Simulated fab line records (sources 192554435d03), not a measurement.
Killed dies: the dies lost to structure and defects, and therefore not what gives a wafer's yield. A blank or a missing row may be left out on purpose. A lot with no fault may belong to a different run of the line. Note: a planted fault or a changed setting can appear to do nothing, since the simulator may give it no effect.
Which tool was responsible? || flow n5Finfet || 26 wafers from 9 lots sampled at 2 of the route's 1938 steps

## WHAT THE GAUGES READ, wafer by wafer
N5_BEOL_M2_CD_MEAS_11 targets a cd of 16.79 nm.
{"lot": "L525", "measured": "day 6 14:22", "on": "cdSem-03", "cdNm (nm)": "16.87 16.65 16.62"}
{"lot": "L526", "measured": "day 7 00:07", "on": "cdSem-03", "cdNm (nm)": "17.38 16.91 17.32"}
{"lot": "L527", "measured": "day 7 17:30", "on": "cdSem-01", "cdNm (nm)": "16.51 16.42"}
{"lot": "L537", "measured": "day 9 18:31", "on": "cdSem-02", "cdNm (nm)": "16.61 16.32 17.19"}
{"lot": "L541", "measured": "day 10 22:05", "on": "cdSem-03", "cdNm (nm)": "16.99 17.24 16.88"}
{"lot": "L543", "measured": "day 11 21:04", "on": "cdSem-01", "cdNm (nm)": "16.65 16.56 16.38"}
{"lot": "L544", "measured": "day 12 05:05", "on": "cdSem-01", "cdNm (nm)": "17.32 16.91 17.11"}
{"lot": "L545", "measured": "day 12 09:02", "on": "cdSem-01", "cdNm (nm)": "17.03 16.96 16.56"}
{"lot": "L547", "measured": "day 12 20:29", "on": "cdSem-01", "cdNm (nm)": "16.84 16.80 16.58"}

## WHAT TOOL EACH LOT RAN ON (gives the tool, then ch and the chambers of the sampled wafers, and finally the start)
{"lot": "L525", "N5_BEOL_M1_ANNEAL_51": "rtpAnneal-02 ch 0, day 6 12:05"}
{"lot": "L526", "N5_BEOL_M1_ANNEAL_51": "rtpAnneal-02 ch 0, day 6 22:15"}
{"lot": "L527", "N5_BEOL_M1_ANNEAL_51": "rtpAnneal-01 ch 0, day 7 15:13"}
{"lot": "L537", "N5_BEOL_M1_ANNEAL_51": "rtpAnneal-01 ch 0, day 9 15:21"}
{"lot": "L541", "N5_BEOL_M1_ANNEAL_51": "rtpAnneal-02 ch 0, day 10 18:35"}
{"lot": "L543", "N5_BEOL_M1_ANNEAL_51": "rtpAnneal-01 ch 0, day 11 17:48"}
{"lot": "L544", "N5_BEOL_M1_ANNEAL_51": "rtpAnneal-02 ch 0, day 12 03:14"}
{"lot": "L545", "N5_BEOL_M1_ANNEAL_51": "rtpAnneal-02 ch 0, day 12 07:20"}
{"lot": "L547", "N5_BEOL_M1_ANNEAL_51": "rtpAnneal-02 ch 0, day 12 17:36"}
- N5_BEOL_M1_ANNEAL_51: time 90 s.

## THE ANSWER, worked out from the rows above alone
Rule: what is usual is taken from the lots themselves. Put in order of their means at a reading, lots are off if they are a third of the lots or fewer, leave a main group of 4 or more, and stand apart from it by a gap of 3 or more times the standard deviation of the main group's means; of several such gaps the widest counts. A main group whose means are all the same, to the digits that the tables above print for the reading, isn't used. Also off: a lot with no number at a reading for which 4 or more lots have one. All remaining lots with rows at the step are treated as sound.
Nothing can be told from this: no lot is off at any reading shown.

## WHAT THE SIMULATOR PUT IN
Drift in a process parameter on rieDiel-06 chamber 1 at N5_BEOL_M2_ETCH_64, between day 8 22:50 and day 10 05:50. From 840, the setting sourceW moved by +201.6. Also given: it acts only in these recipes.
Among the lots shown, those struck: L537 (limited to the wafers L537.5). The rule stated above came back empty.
